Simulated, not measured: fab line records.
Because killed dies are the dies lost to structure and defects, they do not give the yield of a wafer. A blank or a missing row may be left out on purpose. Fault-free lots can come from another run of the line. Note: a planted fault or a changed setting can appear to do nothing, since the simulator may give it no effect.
fab line records	flow nand_harc	part 1 of 2: steps 1 to 18 of 23
record: lots: 5	wafers: 15	last_day: 33
route steps=1302 shown A_CHANNEL_HOLE_D1@455
lots that met no fault: from a run of the same line without faults
start_h: hours from the record's opening day to when the first of the lot's shown wafers began	wait_h: time in hours since the lot's previous step	" same as the row above	L1.1+2: one row covering several wafers at once	- no value, or no start given	* or withheld: withheld	< > ~ a bound
route shown NAME@n: a module of which the file shows steps, and the number in the route of the first	usual: mean/standard deviation of fault-free wafers	same: alike in all rows	chamber/n: place in a boat	sites: readings site by site	_std_site: how widely they spread, as a standard deviation	_edge_site: the outer-site mean with the inner-site mean subtracted	radius_mm: how far each site lies from the wafer's centre	mask NAME#n: copy n	behind: tool/chamber where the wafer was last shaped	hold: why the lot went on hold/how many hours it stayed there/how the hold came to an end	device: the transistor (n, p or np) that didn't switch	end of line: the route-end tests of the same wafers	step lacking rows: just its recipe	killed: dies that structure and defects cost at the first sort, which is not the same as the wafer's yield	map: a wafer's dies, x killed, . not, _ none there
set.NAME: the setting as run; set.NAME@STEP: as run at that earlier step	model.NAME: the simulator's own value behind a step, which no gauge read
lots seen at some steps along the route; tables by step, rows by wafer
services: from which hour (start_h, from the record's first day; less than 0 if before it) a tool's chamber was out of use, for how many hours, and why
== steps ==
step: NHARC_A_CHANNEL_HOLE_D1_COAT_37
recipe: temp_c: 225	time_s: 65
lot.wafer	tool	chamber	start_h	wait_h
L079.2+4+5	litho_track-06	0	-	-
L082.4+5+6	litho_track-04	0	-	-
L084.1+4+5	litho_track-06	0	-	-
L089.1+2+6	litho_track-01	0	-	-
L095.2+5+6	litho_track-01	0	-	-
step: NHARC_A_CHANNEL_HOLE_D1_COAT_04
recipe: spin_rpm: 1500	resist_thk_nm: 90
lot.wafer	tool	chamber	start_h	wait_h
L079.2+4+5	litho_track-06	0	-	-
L082.4+5+6	litho_track-04	0	-	-
L084.1+4+5	litho_track-06	0	-	-
L089.1+2+6	litho_track-01	0	-	-
L095.2+5+6	litho_track-01	0	-	-
step: NHARC_A_CHANNEL_HOLE_D1_SOFTBAKE_05
recipe: temp_c: 105	time_s: 55
lot.wafer	tool	chamber	start_h	wait_h
L079.2+4+5	litho_track-06	0	-	-
L082.4+5+6	litho_track-04	0	-	-
L084.1+4+5	litho_track-06	0	-	-
L089.1+2+6	litho_track-01	0	-	-
L095.2+5+6	litho_track-01	0	-	-
step: NHARC_A_CHANNEL_HOLE_D1_EBR_06
lot.wafer	tool	chamber	start_h	wait_h
L079.2+4+5	litho_track-06	0	-	-
L082.4+5+6	litho_track-04	0	-	-
L084.1+4+5	litho_track-06	0	-	-
L089.1+2+6	litho_track-01	0	-	-
L095.2+5+6	litho_track-01	0	-	-
step: NHARC_A_CHANNEL_HOLE_D1_EXPOSE_07
recipe: na: 1.35	target_cd_nm: 100	sigma_outer: 0.3	dose_mj: 59.65	mask_id: HOLE_D1
usual: reticle_temp_C: 23.00/0.1
lot.wafer	tool	chamber	start_h	wait_h	mask	reticle_temp_C
L079.2	arfi_scanner-03	0	231.39	-	HOLE_D1#0	23.19
L079.4	"	0	"	"	HOLE_D1#0	23.21
L079.5	"	0	"	"	HOLE_D1#0	23.15
L082.4	arfi_scanner-02	0	250.46	-	HOLE_D1#0	22.91
L082.5	"	0	"	"	HOLE_D1#0	23.01
L082.6	"	0	"	"	HOLE_D1#0	23.07
L084.1	arfi_scanner-03	0	283.17	-	HOLE_D1#0	23.11
L084.4	"	0	"	"	HOLE_D1#0	23.01
L084.5	"	0	"	"	HOLE_D1#0	22.99
L089.1	arfi_scanner-02	0	324.29	-	HOLE_D1#0	22.95
L089.2	"	0	"	"	HOLE_D1#0	22.96
L089.6	"	0	"	"	HOLE_D1#0	22.79
L095.2	arfi_scanner-01	0	388.16	-	HOLE_D1#0	23.02
L095.5	"	0	"	"	HOLE_D1#0	22.82
L095.6	"	0	"	"	HOLE_D1#0	23.03
step: NHARC_A_CHANNEL_HOLE_D1_PEB_08
recipe: peb_temp_c: 100	peb_time_s: 65
lot.wafer	tool	chamber	start_h	wait_h
L079.2+4+5	litho_track-06	0	231.44	0.1
L082.4+5+6	litho_track-06	0	250.51	0.0
L084.1+4+5	litho_track-04	0	283.23	0.1
L089.1+2+6	litho_track-04	0	324.36	0.1
L095.2+5+6	litho_track-06	0	388.21	0.1
step: NHARC_A_CHANNEL_HOLE_D1_DEVELOP_09
recipe: develop_time_s: 35	dev_temp_c: 23
lot.wafer	tool	chamber	start_h	wait_h
L079.2+4+5	litho_track-06	0	-	-
L082.4+5+6	litho_track-06	0	-	-
L084.1+4+5	litho_track-04	0	-	-
L089.1+2+6	litho_track-04	0	-	-
L095.2+5+6	litho_track-06	0	-	-
step: NHARC_A_CHANNEL_HOLE_D1_CD_MEAS_10
recipe: target_cd_nm: 100	landing_energy_ev: 500
usual: cd_nm: 100.0/0.39
lot.wafer	tool	chamber	start_h	wait_h	cd_nm
L079.2	cd_sem-03	0	231.52	-	99.8
L079.4	"	0	"	"	99.9
L079.5	"	0	"	"	99.9
L082.4	cd_sem-03	0	250.59	-	99.4
L082.5	"	0	"	"	100.0
L082.6	"	0	"	"	100.0
L084.1	cd_sem-01	0	283.31	-	100.2
L084.4	"	0	"	"	100.1
L084.5	"	0	"	"	100.4
L089.1	cd_sem-01	0	324.44	-	100.1
L089.2	"	0	"	"	100.0
L089.6	"	0	"	"	100.3
L095.2	cd_sem-02	0	388.29	-	100.1
L095.5	"	0	"	"	100.4
L095.6	"	0	"	"	100.5
step: NHARC_A_CHANNEL_HOLE_D1_OVL_MEAS_11
usual: overlay_x_nm: 0.0/0.87	overlay_y_nm: 0.0/0.74
lot.wafer	tool	chamber	start_h	wait_h	overlay_x_nm	overlay_y_nm
L079.2	overlay-01	-	231.61	-	0.0	-0.3
L079.4	"	-	"	"	-0.1	0.0
L079.5	"	-	"	"	-0.2	0.2
L082.4	overlay-01	-	250.68	-	0.0	-0.6
L082.5	"	-	"	"	0.8	-0.4
L082.6	"	-	"	"	0.3	-0.1
L084.1	overlay-02	-	283.39	-	0.9	0.8
L084.4	"	-	"	"	1.2	1.1
L084.5	"	-	"	"	0.4	1.0
L089.1	overlay-02	-	324.52	-	1.1	0.5
L089.2	"	-	"	"	0.5	0.1
L089.6	"	-	"	"	0.7	0.3
L095.2	overlay-01	-	388.38	-	-1.4	0.0
L095.5	"	-	"	"	-1.2	0.3
L095.6	"	-	"	"	-1.2	0.0
step: NHARC_A_CHANNEL_HOLE_D1_INSPECT_12
usual: raw_defect_count: 5.1/2.3
lot.wafer	tool	chamber	start_h	wait_h	raw_defect_count
L079.2	defect_inspect-02	-	231.65	0.0	5
L079.4	"	-	"	"	3
L079.5	"	-	"	"	1
L082.4	defect_inspect-02	-	250.71	0.0	4
L082.5	"	-	"	"	1
L082.6	"	-	"	"	1
L084.1	defect_inspect-02	-	283.43	0.0	6
L084.4	"	-	"	"	1
L084.5	"	-	"	"	8
L089.1	defect_inspect-01	-	324.56	0.0	6
L089.2	"	-	"	"	4
L089.6	"	-	"	"	5
L095.2	defect_inspect-02	-	388.42	0.0	6
L095.5	"	-	"	"	5
L095.6	"	-	"	"	5
step: NHARC_A_CHANNEL_HOLE_D1_DESCUM_15
recipe: time_s: 3	o2_flow_sccm: 200	ar_flow_sccm: 0	bias_power_w: 0	chemistry: O2
usual: drypump_motor_current_A: 5.7/0.6	o2_flow_sccm: 200.0/0.6	oes_product_au: 1.000/0.0064	rf_vpp_V: 58.0/0.86	showerhead_plenum_p_Torr: 1.96/0.071	throttle_valve_pct: 11.310/0.0099
lot.wafer	tool	chamber	start_h	wait_h	drypump_motor_current_A	o2_flow_sccm	oes_product_au	rf_hours_counter_h	rf_vpp_V	showerhead_plenum_p_Torr	throttle_valve_pct
L079.4	rie_diel-02	1	231.72	0.1	5.7	200.7	0.997	1	58.1	1.83	11.311
L079.2	"	2	"	"	5.7	199.5	1.003	1	58.9	1.97	11.314
L079.5	"	1	"	"	5.7	200.4	0.999	-	58.3	1.83	11.313
L082.4	rie_diel-02	2	251.20	0.5	5.7	199.0	1.001	6	58.4	1.96	11.318
L082.5	"	2	"	"	5.7	199.7	0.999	-	57.4	1.96	11.303
L082.6	"	3	"	"	5.2	200.7	0.999	-	56.2	1.77	11.300
L084.4	rie_diel-10	3	283.51	0.1	5.0	199.6	0.993	2	58.5	2.03	11.316
L084.1	"	0	"	"	6.4	201.0	0.990	2	57.3	1.95	11.329
L084.5	"	2	"	"	6.5	199.6	0.995	-	57.5	1.97	11.314
L089.1	rie_diel-02	3	324.63	0.1	5.1	199.5	1.005	33	57.3	1.76	11.305
L089.2	"	0	"	"	5.2	199.5	0.988	31	58.4	1.84	11.313
L089.6	"	3	"	"	5.2	200.2	0.993	-	57.7	1.76	11.308
L095.2	rie_diel-10	2	388.53	0.1	6.4	199.3	0.994	13	58.3	1.96	11.307
L095.6	"	3	"	"	5.0	200.5	1.009	-	57.3	2.03	11.294
L095.5	"	0	"	"	6.4	199.1	0.996	-	57.8	1.95	11.312
step: NHARC_A_CHANNEL_HOLE_D1_ETCH_38
recipe: target_depth_a: 390	over_etch_frac: 0.3	time_s: 65	ion_energy_ev: 80	cf4_flow_sccm: 150	ar_flow_sccm: 0	rf_w: 300	bias_w: 100	chemistry: CF4
usual: bias_w: 99.97/0.29	drypump_motor_current_A: 5.7/0.61	oes_product_au: 1.001/0.007	rf_fwd_power_W: 297.3/1.4	rf_vpp_V: 151.9/1	showerhead_plenum_p_Torr: 1.81/0.059	throttle_valve_pct: 13.285/0.01
lot.wafer	tool	chamber	start_h	wait_h	bias_w	drypump_motor_current_A	oes_product_au	rf_fwd_power_W	rf_hours_counter_h	rf_vpp_V	showerhead_plenum_p_Torr	throttle_valve_pct
L079.4	rie_diel-02	2	231.80	0.1	100.50	5.7	1.004	296.1	1	152.8	1.81	13.283
L079.2	"	0	"	"	99.40	5.2	0.995	295.7	1	153.1	1.71	13.284
L079.5	"	1	"	"	99.89	5.7	0.991	297.3	-	149.5	1.70	13.294
L082.4	rie_diel-02	3	251.29	0.1	99.96	5.1	0.997	297.5	6	149.8	1.65	13.291
L082.6	"	2	"	"	99.72	5.7	1.013	297.8	-	151.6	1.81	13.287
L082.5	"	3	"	"	99.83	5.1	0.996	298.0	-	148.7	1.65	13.286
L084.1	rie_diel-10	3	283.58	0.1	100.45	5.0	0.996	298.3	2	152.9	1.87	13.286
L084.4	"	0	"	"	99.94	6.4	1.002	293.6	2	152.3	1.80	13.271
L084.5	"	3	"	"	100.31	5.0	1.003	298.3	-	150.1	1.87	13.279
L089.2	rie_diel-02	2	324.73	0.1	100.15	5.8	1.018	297.2	32	152.5	1.81	13.298
L089.1	"	0	"	"	99.84	5.2	0.993	297.5	31	150.4	1.70	13.292
L089.6	"	1	"	"	99.41	5.7	0.986	298.1	-	151.2	1.69	13.265
L095.2	rie_diel-10	0	388.60	0.1	100.42	6.3	0.999	296.1	11	149.4	1.80	13.291
L095.5	"	2	"	"	99.82	6.4	1.009	297.3	-	150.9	1.81	13.286
L095.6	"	3	"	"	100.21	5.0	1.006	298.8	-	151.7	1.87	13.288
step: NHARC_A_CHANNEL_HOLE_D1_ETCH_39
recipe: target_depth_a: 2600	over_etch_frac: 0.3	time_s: 325	ion_energy_ev: 200	n2_flow_sccm: 150	h2_flow_sccm: 150	ar_flow_sccm: 0	rf_w: 400	bias_w: 150	chemistry: N2/H2
usual: bias_w: 150.0/0.46	drypump_motor_current_A: 5.7/0.61	oes_product_au: 1.001/0.006	rf_fwd_power_W: 399.1/1.2	rf_vpp_V: 431.7/2.3	showerhead_plenum_p_Torr: 2.09/0.08	throttle_valve_pct: 14.171/0.0082
lot.wafer	tool	chamber	start_h	wait_h	bias_w	drypump_motor_current_A	oes_product_au	rf_fwd_power_W	rf_hours_counter_h	rf_vpp_V	showerhead_plenum_p_Torr	throttle_valve_pct
L079.2	rie_diel-02	2	-	-	150.1	5.7	1.008	397.9	1	431.2	2.10	14.160
L079.4	"	1	"	"	148.5	5.7	1.002	398.6	1	426.4	1.95	14.173
L079.5	"	3	"	"	150.6	5.1	1.004	396.8	-	425.1	1.89	14.172
L082.4	rie_diel-02	3	-	-	150.2	5.1	0.998	397.6	6	427.0	1.88	14.160
L082.5	"	2	"	"	149.7	5.7	1.003	396.8	-	433.1	2.10	14.190
L082.6	"	3	"	"	151.0	5.1	1.002	399.2	-	426.3	1.88	14.164
L084.1	rie_diel-10	3	-	-	150.3	5.0	0.997	400.6	2	433.5	2.17	14.180
L084.4	"	0	"	"	149.8	6.4	0.997	398.5	2	431.2	2.08	14.156
L084.5	"	1	"	"	150.3	5.1	1.005	399.7	-	431.6	2.13	14.157
L089.1	rie_diel-02	3	-	-	149.5	5.1	0.994	399.6	33	426.0	1.88	14.172
L089.2	"	0	"	"	150.3	5.2	0.991	396.6	31	427.7	1.96	14.177
L089.6	"	3	"	"	150.2	5.1	1.006	397.6	-	426.0	1.88	14.167
L095.2	rie_diel-10	0	-	-	150.5	6.4	1.006	399.0	11	431.3	2.08	14.181
L095.6	"	3	"	"	149.5	5.0	1.005	399.6	-	433.3	2.17	14.175
L095.5	"	0	"	"	150.1	6.4	1.010	398.6	-	431.6	2.08	14.158
step: NHARC_A_CHANNEL_HOLE_D1_ETCH_34
recipe: target_depth_a: 1540	time_s: 77	cf4_flow_sccm: 100	chf3_flow_sccm: 30	ar_flow_sccm: 0	rf_w: 500	bias_w: 200	chemistry: CF4/CHF3
usual: bias_w: 199.9/0.53	chf3_flow_sccm: 30.00/0.086	drypump_motor_current_A: 5.7/0.6	oes_product_au: 0.941/0.022	rf_fwd_power_W: 496.2/2.3	rf_vpp_V: 371.7/2.1	showerhead_plenum_p_Torr: 1.61/0.056	throttle_valve_pct: 16.803/0.0099
lot.wafer	tool	chamber	start_h	wait_h	bias_w	chf3_flow_sccm	drypump_motor_current_A	oes_product_au	rf_fwd_power_W	rf_hours_counter_h	rf_vpp_V	showerhead_plenum_p_Torr	throttle_valve_pct
L079.4	rie_diel-02	1	-	-	199.4	29.92	5.7	0.950	498.5	1	368.5	1.51	16.806
L079.2	"	2	"	"	198.6	30.09	5.7	0.978	497.3	1	372.2	1.61	16.813
L079.5	"	1	"	"	199.1	30.02	5.7	0.962	497.1	-	367.4	1.51	16.810
L082.4	rie_diel-02	0	-	-	200.2	29.94	5.2	0.928	497.4	6	368.4	1.52	16.807
L082.5	"	2	"	"	200.3	29.96	5.7	0.938	495.8	-	372.5	1.61	16.793
L082.6	"	3	"	"	200.0	30.05	5.1	0.925	494.7	-	365.8	1.46	16.803
L084.1	rie_diel-10	0	-	-	198.8	30.08	6.4	0.918	491.7	2	370.4	1.61	16.801
L084.4	"	1	"	"	201.0	30.01	5.1	0.923	492.5	2	373.3	1.64	16.805
L084.5	"	3	"	"	200.2	29.93	5.0	0.924	498.3	-	374.2	1.66	16.800
L089.2	rie_diel-02	3	-	-	200.2	29.91	5.1	0.937	496.2	33	367.5	1.46	16.823
L089.1	"	0	"	"	200.0	29.82	5.2	0.938	495.5	31	368.7	1.51	16.813
L089.6	"	2	"	"	200.7	30.13	5.7	0.933	495.1	-	369.9	1.61	16.784
L095.2	rie_diel-10	3	-	-	200.3	30.07	5.0	0.931	497.2	13	373.5	1.66	16.789
L095.6	"	3	"	"	199.8	30.14	5.0	0.930	498.4	-	373.3	1.66	16.799
L095.5	"	0	"	"	200.8	29.98	6.4	0.920	492.2	-	371.0	1.60	16.808
step: NHARC_A_CHANNEL_HOLE_D1_ETCH_16
recipe: target_depth_a: 31000	over_etch_frac: 0.3	time_s: 806	ion_energy_ev: 150	o2_flow_sccm: 400	cos_flow_sccm: 20	ar_flow_sccm: 0	rf_w: 500	bias_w: 300	chemistry: O2/COS
usual: bias_w: 300.0/0.96	drypump_motor_current_A: 5.7/0.61	o2_flow_sccm: 400.0/1.2	oes_product_au: 1.000/0.0062	rf_fwd_power_W: 499.6/1.5	rf_vpp_V: 315.2/1.9	showerhead_plenum_p_Torr: 3.19/0.12	throttle_valve_pct: 28.330/0.0082
lot.wafer	tool	chamber	start_h	wait_h	bias_w	drypump_motor_current_A	o2_flow_sccm	oes_product_au	rf_fwd_power_W	rf_hours_counter_h	rf_vpp_V	showerhead_plenum_p_Torr	throttle_valve_pct
L079.2	rie_diel-02	1	-	-	301.0	5.7	399.4	0.993	500.1	2	312.7	2.99	28.336
L079.4	"	0	"	"	299.2	5.2	398.7	0.995	501.1	2	313.6	3.02	28.324
L079.5	"	1	"	"	300.7	5.7	398.8	0.995	501.5	-	312.4	2.99	28.319
L082.4	rie_diel-02	1	-	-	299.2	5.7	399.4	0.998	498.6	6	311.2	2.99	28.332
L082.5	"	3	"	"	298.4	5.1	398.0	1.000	501.4	-	310.2	2.90	28.337
L082.6	"	0	"	"	300.2	5.2	399.4	0.997	499.1	-	312.6	3.02	28.332
L084.4	rie_diel-10	3	-	-	299.5	5.0	398.5	1.002	500.6	2	316.1	3.30	28.315
L084.1	"	2	"	"	302.1	6.5	399.3	0.995	500.6	2	316.2	3.20	28.326
L084.5	"	3	"	"	300.9	5.0	398.8	1.004	499.4	-	315.1	3.30	28.327
L089.2	rie_diel-02	3	-	-	301.5	5.1	402.3	1.007	500.8	33	312.2	2.89	28.337
L089.1	"	2	"	"	299.9	5.7	402.1	1.000	501.4	33	314.2	3.19	28.328
L089.6	"	0	"	"	299.9	5.2	399.9	0.996	499.2	-	313.1	3.01	28.340
L095.2	rie_diel-10	2	-	-	298.8	6.4	399.9	0.995	499.5	13	312.9	3.20	28.337
L095.5	"	2	"	"	300.0	6.5	397.7	0.997	499.7	-	316.0	3.20	28.335
L095.6	"	3	"	"	301.1	5.0	402.9	1.011	499.6	-	317.0	3.30	28.328
step: NHARC_A_CHANNEL_HOLE_D1_CD_MEAS_18
usual: cd_nm: 99.5/1.6
lot.wafer	tool	chamber	start_h	wait_h	cd_nm
L079.2	cd_sem-03	-	232.82	-	98.1
L079.4	"	-	"	"	99.3
L079.5	"	-	"	"	97.2
L082.4	cd_sem-02	-	252.31	-	98.0
L082.5	"	-	"	"	99.5
L082.6	"	-	"	"	98.1
L084.1	cd_sem-03	-	284.64	-	98.3
L084.4	"	-	"	"	99.1
L084.5	"	-	"	"	99.0
L089.1	cd_sem-02	-	325.84	-	99.5
L089.2	"	-	"	"	99.5
L089.6	"	-	"	"	99.2
L095.2	cd_sem-01	-	390.05	-	100.8
L095.5	"	-	"	"	98.5
L095.6	"	-	"	"	97.3
step: NHARC_A_CHANNEL_HOLE_D1_ETCH_19
recipe: bias_v: 1200	source_w: 2500	pressure_mtorr: 15	time_s: 34.5	ar_flow_sccm: 375	c4f8_flow_sccm: 28.8	o2_flow_sccm: 96.2	temp_c: -20	target_depth_a: *	chemistry: C4F8/O2/Ar
usual: c4f8_flow_sccm: 28.80/0.087	drypump_motor_current_A: 6.0/0.63	o2_flow_sccm: 96.2/0.33	rf_fwd_power_W: 2447/14	showerhead_plenum_p_Torr: 3.73/0.064	throttle_valve_pct: 37.037/0.0097
lot.wafer	tool	chamber	start_h	wait_h	c4f8_flow_sccm	drypump_motor_current_A	o2_flow_sccm	rf_fwd_power_W	rf_hours_counter_h	showerhead_plenum_p_Torr	throttle_valve_pct
L079.2	har_etch-02	0	234.71	1.9	28.75	6.3	95.5	2437	311	3.80	37.033
L079.4	"	0	"	"	28.82	6.3	95.4	2442	-	3.80	37.020
L079.5	"	0	"	"	28.84	6.3	95.7	2430	-	3.80	37.042
L082.4	har_etch-01	1	252.42	0.1	28.65	6.7	96.2	2441	-	3.75	37.040
L082.6	"	1	"	"	28.70	6.6	96.6	2422	-	3.75	37.033
L082.5	"	0	"	"	28.68	6.2	95.9	2458	-	3.75	37.031
L084.1	har_etch-02	0	286.78	2.1	28.84	6.3	96.4	2431	333	3.79	37.054
L084.4	"	0	"	"	28.71	6.3	96.2	2443	-	3.79	37.019
L084.5	"	1	"	"	28.79	5.0	97.1	2453	-	3.64	37.040
L089.2	har_etch-01	0	329.13	3.3	28.86	6.2	95.9	2470	180	3.72	37.053
L089.1	"	1	"	"	28.72	6.6	95.9	2432	180	3.72	37.050
L089.6	"	1	"	"	28.73	6.7	96.2	2440	-	3.72	37.043
L095.2	har_etch-01	1	393.87	3.8	28.76	6.7	95.7	2432	218	3.70	37.047
L095.6	"	0	"	"	28.87	6.1	95.9	2469	-	3.70	37.039
L095.5	"	1	"	"	28.70	6.6	95.9	2433	-	3.70	37.041
step: NHARC_A_CHANNEL_HOLE_D1_ETCH_20
recipe: bias_v: 3000	source_w: withheld	pressure_mtorr: 20	time_s: 361.9	ar_flow_sccm: 375	c4f8_flow_sccm: 89.3	o2_flow_sccm: 35.7	temp_c: -20	target_depth_a: 16000	chemistry: C4F8/O2/Ar
usual: c4f8_flow_sccm: 89.33/0.28	drypump_motor_current_A: 6.0/0.62	o2_flow_sccm: 35.70/0.098	showerhead_plenum_p_Torr: 3.69/0.061	throttle_valve_pct: 32.156/0.0097
lot.wafer	tool	chamber	start_h	wait_h	c4f8_flow_sccm	drypump_motor_current_A	o2_flow_sccm	rf_hours_counter_h	showerhead_plenum_p_Torr	throttle_valve_pct
L079.2	har_etch-02	0	234.82	0.1	89.24	6.3	35.73	311	3.76	32.155
L079.4	"	0	"	"	88.95	6.3	35.76	-	3.76	32.163
L079.5	"	0	"	"	88.88	6.3	35.62	-	3.76	32.163
L082.4	har_etch-01	1	252.60	0.2	89.62	6.6	35.77	-	3.71	32.161
L082.6	"	1	"	"	89.37	6.7	35.79	-	3.71	32.163
L082.5	"	0	"	"	89.60	6.1	35.55	-	3.71	32.151
L084.1	har_etch-02	0	286.93	0.1	89.51	6.3	35.69	333	3.75	32.165
L084.4	"	0	"	"	89.65	6.3	35.67	-	3.75	32.139
L084.5	"	1	"	"	89.34	5.0	35.70	-	3.60	32.148
L089.2	har_etch-01	0	329.24	0.1	89.43	6.1	35.53	180	3.68	32.173
L089.1	"	1	"	"	89.19	6.7	35.74	180	3.68	32.150
L089.6	"	1	"	"	89.21	6.7	35.60	-	3.68	32.157
L095.2	har_etch-01	1	394.01	0.1	88.72	6.6	35.68	218	3.66	32.147
L095.6	"	0	"	"	89.84	6.2	35.71	-	3.66	32.165
L095.5	"	1	"	"	88.94	6.6	35.77	-	3.66	32.145
